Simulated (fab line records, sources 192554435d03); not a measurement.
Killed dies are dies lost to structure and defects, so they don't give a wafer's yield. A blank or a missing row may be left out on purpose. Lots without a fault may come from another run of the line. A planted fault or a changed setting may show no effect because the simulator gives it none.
Chamber matching | flow n5_finfet | N5_MIM_BOT_LITHO_DESCUM_10 on rie_diel-05: 4 sister chambers
The step chemistry O2, time 7.9 s. 20 wafers are shown with their chamber, then 10 later ones without.

WAFERS WITH THEIR CHAMBER
wafer  | chamber | showerhead_plenum_p_Torr (Torr) | drypump_motor_current_A (A) | throttle_valve_pct (%)
L074.3 | 1       | 2.06                            | 6.2                         | 20.30
L074.4 | 3       | 2.22                            | 5.5                         | 20.55
L074.5 | 3       | 2.22                            | 5.5                         | 20.55
L076.4 | 0       | 2.04                            | 5.6                         | 20.15
L076.5 | 2       | 2.06                            | 5.7                         | 20.38
L076.6 | 1       | 2.06                            | 6.2                         | 20.30
L078.2 | 0       | 2.04                            | 5.6                         | 20.16
L078.4 | 2       | 2.06                            | 5.7                         | 20.39
L078.6 | 2       | 2.06                            | 5.7                         | 20.36
L079.4 | 2       | 2.06                            | 5.7                         | 20.37
L079.5 | 3       | 2.22                            | 5.5                         | 20.55
L079.6 | 0       | 2.04                            | 5.6                         | 20.15
L086.2 | 2       | 2.05                            | 5.8                         | 20.42
L086.3 | 2       | 2.05                            | 5.7                         | 20.40
L086.5 | 2       | 2.05                            | 5.7                         | 20.42
L085.3 | 2       | 2.05                            | 5.7                         | 20.42
L085.4 | 1       | 2.05                            | 6.2                         | 20.06
L085.5 | 1       | 2.05                            | 6.2                         | 20.05
L087.3 | 2       | 2.05                            | 5.7                         | 20.43
L087.5 | 1       | 2.05                            | 6.3                         | 20.07

SIGNATURES (means of the wafers above)
reading                  | chamber 0 | chamber 1 | chamber 2 | chamber 3 | scatter within a chamber
showerhead_plenum_p_Torr | 2.0400    | 2.0540    | 2.0544    | 2.2200    | 0.00462
drypump_motor_current_A  | 5.600     | 6.220     | 5.711     | 5.500     | 0.0325
throttle_valve_pct       | 20.1533   | 20.1560   | 20.3989   | 20.5500   | 0.0682
Rule: a wafer's distance from a chamber is the root of the sum, over the readings, of the square of ((its reading less the chamber's mean) divided by the reading's scatter). The wafer belongs to the nearest chamber; if the next one is less than 2 further off, it can't be placed. The scatter: the root of (the sum of the squares of (reading less its chamber's mean) over the shown wafers, divided by (wafers less chambers)).

WAFERS WITHOUT THEIR CHAMBER
wafer  | showerhead_plenum_p_Torr (Torr) | drypump_motor_current_A (A) | throttle_valve_pct (%)
L087.6 | 2.05                            | 5.7                         | 20.42
L088.1 | 2.21                            | 5.5                         | 20.59
L088.2 | 2.05                            | 6.2                         | 20.05
L088.3 | 2.05                            | 5.7                         | 20.43
L093.1 | 2.03                            | 5.6                         | 20.19
L093.3 | 2.05                            | 6.2                         | 20.05
L093.6 | 2.03                            | 5.6                         | 20.20
L095.1 | 2.20                            | 5.5                         | 20.63
L095.2 | 2.04                            | 5.7                         | 20.47
L095.5 | 2.05                            | 6.2                         | 20.08

WHICH CHAMBER EACH WENT THROUGH
wafer  | from the rows above | in truth
L087.6 | 2                   | 2
L088.1 | 3                   | 3
L088.2 | 1                   | 1
L088.3 | 2                   | 2
L093.1 | 0                   | 0
L093.3 | 1                   | 1
L093.6 | 0                   | 0
L095.1 | 3                   | 3
L095.2 | 2                   | 2
L095.5 | 1                   | 1
Placed correctly: 10 of 10. Can't be placed from these rows: 0. Placed wrongly: 0.
